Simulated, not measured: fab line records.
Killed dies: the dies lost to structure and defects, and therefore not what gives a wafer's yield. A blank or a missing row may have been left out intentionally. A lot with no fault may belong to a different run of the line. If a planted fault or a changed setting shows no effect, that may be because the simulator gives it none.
The tool behind it: which one?	flow n5 finfet	24 lots, 72 wafers sampled, at 6 steps of a route of 1938

== WHAT THE GAUGES SHOWED, per wafer ==
N5_SD_EPI_P_OVL_MEAS_10.
lot	measured	on	SD_P_BLK_OVL (nm)
L074	day 3 06:11	overlay-01	-1.3 -0.4 0.0
L075	day 3 16:46	overlay-01	-0.6 0.2 -0.3
L076	day 3 17:53	overlay-01	-1.6 0.3 -0.5
L077	day 4 02:07	overlay-01	0.3 -0.6 0.2
L078	day 4 07:59	overlay-02	-1.6 -0.3 -2.4
L079	day 4 14:28	overlay-02	-0.5 -0.8 -0.1
L080	day 4 17:56	overlay-02	-1.7 -0.8 -1.7
L081	day 5 01:46	overlay-02	-1.3 -1.5 -1.0
L082	day 5 05:22	overlay-02	-0.7 -1.1 -1.1
L083	day 5 12:49	overlay-01	0.4 -0.2 -0.1
L084	day 5 20:39	overlay-02	-1.0 -1.7 -1.1
L085	day 6 01:46	overlay-02	-0.5 0.6 0.0
L086	day 6 07:16	overlay-02	0.6 0.5 0.4
L087	day 6 13:27	overlay-02	-1.3 -1.3 -1.8
L088	day 6 18:28	overlay-02	-1.5 0.1 0.1
L089	day 7 00:04	overlay-01	-0.5 -0.3 -1.4
L090	day 7 06:09	overlay-01	-1.0 -0.9 0.0
L091	day 7 11:51	overlay-02	-1.8 0.3 0.0
L092	day 7 20:27	overlay-01	-1.3 -1.5 -1.7
L093	day 7 23:01	overlay-01	-1.9 -0.5 -1.1
L094	day 8 08:50	overlay-01	-0.1 -0.7 0.4
L095	day 8 11:55	overlay-02	0.8 -1.1 -0.7
L096	day 8 19:38	overlay-01	-1.5 -0.6 -0.7
L097	day 8 23:43	overlay-02	0.5 -1.0 0.6

N5_ILD0_INSPECT_06: inspects for defects (darkfield).
lot	measured	on	raw defect count
L074	day 3 18:49	defect inspect-01	35 61 21
L075	day 4 04:39	defect inspect-02	37 19 38
L076	day 4 05:19	defect inspect-01	15 20 21
L077	day 4 12:57	defect inspect-01	40 53 33
L078	day 4 19:06	defect inspect-02	34 55 36
L079	day 5 02:08	defect inspect-01	56 33 43
L080	day 5 05:46	defect inspect-02	33 38 56
L081	day 5 12:58	defect inspect-02	19 32 36
L082	day 5 18:43	defect inspect-01	18 39 35
L083	day 6 00:20	defect inspect-01	58 35 64
L084	day 6 07:34	defect inspect-02	35 26 36
L085	day 6 14:01	defect inspect-01	27 68 43
L086	day 6 18:11	defect inspect-02	41 23 47
L087	day 7 01:22	defect inspect-02	28 21 36
L088	day 7 06:58	defect inspect-01	31 41 46
L089	day 7 12:12	defect inspect-02	40 22 39
L090	day 7 18:05	defect inspect-01	15 27 44
L091	day 7 22:48	defect inspect-02	33 19 51
L092	day 8 07:18	defect inspect-02	46 22 33
L093	day 8 09:51	defect inspect-02	34 20 37
L094	day 8 20:29	defect inspect-01	65 48 26
L095	day 8 23:47	defect inspect-01	18 24 9
L096	day 9 06:26	defect inspect-01	35 33 54
L097	day 9 10:43	defect inspect-01	35 18 36

== WHAT TOOL EACH LOT RAN ON (gives the tool, then ch and the chambers of the sampled wafers, and finally the start) ==
lot	N5_FIN_SAQP_RECESS_75	N5_FIN_SAQP_ETCH_69	N5_FIN_SAQP_SPACER2_ETCHBACK_29	N5_DUMMY_GATE_STRIP_41
L074	vapor etch-01 ch 0,1, day 1 22:56	rie diel-05 ch 0,1,3, day 2 00:59	rie diel-03 ch 1,2,3, day 2 01:53	rie diel-02 ch 0,2, day 2 22:23
L075	vapor etch-02 ch 0,1, day 2 04:25	rie diel-05 ch 1,2, day 2 07:15	rie diel-06 ch 1,2,3, day 2 09:17	rie diel-01 ch 0,1, day 3 09:23
L076	vapor etch-01 ch 0,1, day 2 11:28	rie diel-06 ch 0,2,3, day 2 13:32	rie diel-03 ch 0,3, day 2 14:15	rie diel-02 ch 0,1, day 3 10:59
L077	vapor etch-02 ch 0,1, day 2 16:49	rie diel-03 ch 1,2,3, day 2 19:08	rie diel-05 ch 0,1,2, day 2 19:46	rie diel-02 ch 0,1,3, day 3 18:13
L078	vapor etch-01 ch 0,1, day 2 23:06	rie diel-03 ch 2,3, day 3 01:09	rie diel-03 ch 0,2,3, day 3 01:47	rie diel-02 ch 0,2, day 4 01:02
L079	vapor etch-02 ch 0,1, day 3 05:53	rie diel-03 ch 1,2, day 3 07:56	rie diel-03 ch 0,1,2, day 3 08:35	rie diel-02 ch 0,1,2, day 4 06:26
L080	vapor etch-01 ch 0,1, day 3 12:03	rie diel-03 ch 0,2, day 3 14:08	rie diel-03 ch 0,1, day 3 14:46	rie diel-01 ch 0,1,2, day 4 11:13
L081	vapor etch-02 ch 0,1, day 3 18:41	rie diel-05 ch 2,3, day 3 20:38	rie diel-06 ch 1,2,3, day 3 22:14	rie diel-01 ch 1,2,3, day 4 19:44
L082	vapor etch-02 ch 0,1, day 4 00:07	rie diel-06 ch 1,2,3, day 4 02:08	rie diel-03 ch 0,2, day 4 02:46	rie diel-02 ch 0,1,3, day 4 23:02
L083	vapor etch-01 ch 0,1, day 4 05:39	rie diel-06 ch 1,2,3, day 4 07:40	rie diel-06 ch 0,2,3, day 4 08:23	rie diel-04 ch 0,3, day 5 05:08
L084	vapor etch-02 ch 0,1, day 4 11:22	rie diel-05 ch 0,1,3, day 4 13:43	rie diel-05 ch 0,2,3, day 4 14:20	rie diel-01 ch 0,1,3, day 5 14:30
L085	vapor etch-01 ch 0,1, day 4 18:29	rie diel-05 ch 0,1,3, day 4 20:38	rie diel-06 ch 0,1,2, day 4 22:50	rie diel-02 ch 1,2,3, day 5 19:26
L086	vapor etch-02 ch 0,1, day 5 00:54	rie diel-05 ch 0,1,3, day 5 03:11	rie diel-03 ch 0,2,3, day 5 03:59	rie diel-01 ch 1,2,3, day 6 01:00
L087	vapor etch-01 ch 0,1, day 5 05:52	rie diel-05 ch 0,1,2, day 5 08:01	rie diel-05 ch 0,1,3, day 5 08:39	rie diel-02 ch 0,3, day 6 07:13
L088	vapor etch-02 ch 0,1, day 5 11:57	rie diel-03 ch 0,1, day 5 14:17	rie diel-05 ch 0,1,3, day 5 14:55	rie diel-04 ch 2,3, day 6 11:29
L089	vapor etch-01 ch 0,1, day 5 18:14	rie diel-05 ch 0,1, day 5 20:34	rie diel-06 ch 1,2,3, day 5 21:11	rie diel-01 ch 1,2, day 6 17:19
L090	vapor etch-01 ch 0,1, day 5 23:17	rie diel-03 ch 0,2, day 6 01:25	rie diel-06 ch 0,2,3, day 6 02:02	rie diel-02 ch 1,2,3, day 6 22:59
L091	vapor etch-01 ch 0,1, day 6 05:16	rie diel-03 ch 0,2, day 6 07:21	rie diel-05 ch 0,2, day 6 07:59	rie diel-02 ch 0,3, day 7 04:01
L092	vapor etch-01 ch 0,1, day 6 10:52	rie diel-03 ch 2,3, day 6 13:32	rie diel-03 ch 2,3, day 6 14:11	rie diel-01 ch 0,2,3, day 7 14:04
L093	vapor etch-02 ch 0,1, day 6 16:51	rie diel-06 ch 1,2,3, day 6 18:59	rie diel-03 ch 0,2, day 6 20:02	rie diel-01 ch 0,2,3, day 7 16:30
L094	vapor etch-02 ch 0,1, day 6 23:58	rie diel-03 ch 0,2,3, day 7 02:48	rie diel-06 ch 0,1,2, day 7 04:28	rie diel-04 ch 0,1, day 8 01:38
L095	vapor etch-01 ch 0,1, day 7 05:10	rie diel-03 ch 0,2, day 7 08:26	rie diel-03 ch 2,3, day 7 09:04	rie diel-04 ch 0,1, day 8 05:40
L096	vapor etch-02 ch 0,1, day 7 11:08	rie diel-06 ch 2,3, day 7 13:14	rie diel-06 ch 0,3, day 7 14:01	rie diel-04 ch 0,2, day 8 12:34
L097	vapor etch-02 ch 0,1, day 7 16:59	rie diel-06 ch 0,1, day 7 19:01	rie diel-06 ch 0,1, day 7 19:38	rie diel-01 ch 0,1,3, day 8 16:21
- N5_FIN_SAQP_RECESS_75: chemistry HF/NH3, target SiO2, target depth 14.4 nm, afs cycles 3, sublimation time 60 s.
- N5_FIN_SAQP_ETCH_69: etches SOC in N2/H2, stops on SiNx, target depth 150 nm.
- N5_FIN_SAQP_SPACER2_ETCHBACK_29: etches SiO2 in CHF3/O2, target depth 12.2 nm, time 6.1 s.
- N5_DUMMY_GATE_STRIP_41: strips in O2.

== AS READ BY THE TOOLS THEMSELVES (means over the sampled wafers that have a number; for cases with no such wafer, the mark the record gives instead) ==
N5_FIN_SAQP_RECESS_75.
lot	tool	drypump motor current A (A)
L074	vapor etch-01	5.9
L075	vapor etch-02	5.3
L076	vapor etch-01	6.1
L077	vapor etch-02	5.2
L078	vapor etch-01	6.1
L079	vapor etch-02	5.2
L080	vapor etch-01	6.1
L081	vapor etch-02	5.3
L082	vapor etch-02	5.2
L083	vapor etch-01	6.0
L084	vapor etch-02	5.2
L085	vapor etch-01	6.1
L086	vapor etch-02	5.3
L087	vapor etch-01	6.1
L088	vapor etch-02	5.3
L089	vapor etch-01	6.1
L090	vapor etch-01	6.0
L091	vapor etch-01	5.9
L092	vapor etch-01	6.0
L093	vapor etch-02	5.2
L094	vapor etch-02	5.2
L095	vapor etch-01	6.2
L096	vapor etch-02	5.3
L097	vapor etch-02	5.2

N5_FIN_SAQP_ETCH_69.
lot	tool	drypump motor current A (A)	oes product au (a.u.)	rf vpp V (V)	showerhead plenum p Torr (Torr)	throttle valve pct (%)
L074	rie diel-05	5.4	0.74	240.8	2.53	17.90
L075	rie diel-05	5.4	0.76	241.1	2.58	17.69
L076	rie diel-06	5.7	0.72	240.7	2.49	17.79
L077	rie diel-03	5.7	0.71	240.3	2.53	18.04
L078	rie diel-03	6.0	0.74	239.5	2.47	17.93
L079	rie diel-03	5.9	0.75	240.6	2.51	18.01
L080	rie diel-03	6.1	0.82	239.5	2.47	17.70
L081	rie diel-05	5.5	0.74	241.1	2.60	17.66
L082	rie diel-06	5.8	0.74	240.0	2.47	17.60
L083	rie diel-06	5.8	0.73	239.7	2.46	17.61
L084	rie diel-05	5.4	0.72	240.4	2.52	17.93
L085	rie diel-05	5.4	0.72	240.0	2.52	17.93
L086	rie diel-05	5.3	0.72	240.2	2.52	17.95
L087	rie diel-05	5.5	0.74	240.1	2.57	17.69
L088	rie diel-03	5.8	0.77	240.6	2.51	17.84
L089	rie diel-05	5.5	0.73	240.2	2.53	17.82
L090	rie diel-03	6.2	0.78	240.6	2.45	17.84
L091	rie diel-03	6.2	0.77	239.5	2.45	17.84
L092	rie diel-03	5.8	0.86	240.1	2.48	17.75
L093	rie diel-06	5.8	0.72	240.4	2.46	17.63
L094	rie diel-03	6.0	0.81	240.0	2.46	17.76
L095	rie diel-03	6.2	0.77	239.1	2.45	17.86
L096	rie diel-06	6.0	0.68	239.2	2.40	17.81
L097	rie diel-06	5.1	0.72	241.0	2.59	17.81

N5_FIN_SAQP_SPACER2_ETCHBACK_29.
lot	tool	drypump motor current A (A)	oes product au (a.u.)	rf vpp V (V)	showerhead plenum p Torr (Torr)	throttle valve pct (%)
L074	rie diel-03	5.7	0.72	531	2.39	19.04
L075	rie diel-06	5.8	0.76	518	2.34	18.71
L076	rie diel-03	5.8	0.75	527	2.37	19.02
L077	rie diel-05	5.5	0.76	524	2.45	18.79
L078	rie diel-03	6.0	0.77	525	2.36	18.94
L079	rie diel-03	5.9	0.78	529	2.38	18.96
L080	rie diel-03	5.8	0.80	529	2.40	18.98
L081	rie diel-06	5.8	0.75	517	2.34	18.73
L082	rie diel-03	6.1	0.83	522	2.34	18.87
L083	rie diel-06	5.7	0.71	523	2.36	18.90
L084	rie diel-05	5.5	0.73	527	2.43	18.95
L085	rie diel-06	5.4	0.73	522	2.40	18.82
L086	rie diel-03	6.0	0.86	525	2.35	18.83
L087	rie diel-05	5.4	0.73	521	2.39	19.04
L088	rie diel-05	5.4	0.72	522	2.39	19.06
L089	rie diel-06	5.8	0.73	517	2.33	18.75
L090	rie diel-06	5.7	0.71	525	2.35	18.92
L091	rie diel-05	5.7	0.76	529	2.47	18.73
L092	rie diel-03	5.8	0.87	527	2.35	18.82
L093	rie diel-03	6.2	0.78	522	2.32	18.89
L094	rie diel-06	5.4	0.73	523	2.39	18.86
L095	rie diel-03	5.8	0.86	527	2.34	18.83
L096	rie diel-06	5.5	0.71	533	2.42	19.01
L097	rie diel-06	5.3	0.75	527	2.43	18.75

N5_DUMMY_GATE_STRIP_41.
lot	tool	drypump motor current A (A)	oes product au (a.u.)	rf vpp V (V)	showerhead plenum p Torr (Torr)	throttle valve pct (%)
L074	rie diel-02	6.0	0.73	3.6	2.13	16.47
L075	rie diel-01	5.5	0.83	3.9	2.18	16.58
L076	rie diel-02	6.2	0.73	3.6	2.16	16.54
L077	rie diel-02	5.7	0.82	4.0	2.13	16.58
L078	rie diel-02	5.6	0.73	3.8	2.11	16.51
L079	rie diel-02	5.7	0.74	4.1	2.14	16.57
L080	rie diel-01	5.6	0.77	3.2	2.13	16.66
L081	rie diel-01	5.7	0.72	3.1	2.11	16.66
L082	rie diel-02	5.7	0.80	3.8	2.13	16.59
L083	rie diel-04	5.7	0.71	3.5	2.02	16.99
L084	rie diel-01	5.7	0.75	3.9	2.15	16.60
L085	rie diel-02	5.2	0.81	3.6	2.11	16.62
L086	rie diel-01	5.7	0.71	3.7	2.11	16.68
L087	rie diel-02	5.5	0.83	3.2	2.08	16.54
L088	rie diel-04	5.5	0.80	4.1	2.07	16.82
L089	rie diel-01	5.6	0.70	3.2	2.08	16.75
L090	rie diel-02	5.2	0.79	3.3	2.10	16.63
L091	rie diel-02	6.0	0.76	3.8	2.11	16.53
L092	rie diel-01	5.5	0.76	3.5	2.16	16.69
L093	rie diel-01	5.5	0.76	3.2	2.16	16.69
L094	rie diel-04	5.2	0.78	3.7	2.11	16.57
L095	rie diel-04	5.3	0.86	3.9	2.08	16.50
L096	rie diel-04	4.9	0.92	3.5	2.17	16.40
L097	rie diel-01	5.7	0.84	3.9	2.15	16.45

== THE ANSWER, worked out from the rows above alone ==
Rule: the lots themselves supply what counts as usual. Put in order of their means at a reading, lots are off if they are a third of the lots or fewer, leave a main group of 4 or more, and stand apart from it by a gap of 3 or more times the standard deviation of the main group's means; of several such gaps the widest counts. The tables above print the reading to a certain number of digits; a main group whose means all agree to those digits is not used. A lot without any number at a reading at which 4 lots or more have one is off too. The other lots that the step has rows for count as sound. First the gauges in route order, then the tools' own readings, where a lot's mean is used as printed above. The first step at which some lot is off is used, and at that step the reading that is off furthest; a lot without a number counts as furthest.
Across all readings shown, no lot is off: no conclusion can be drawn from this.

== WHAT THE SIMULATOR HAD INSERTED ==
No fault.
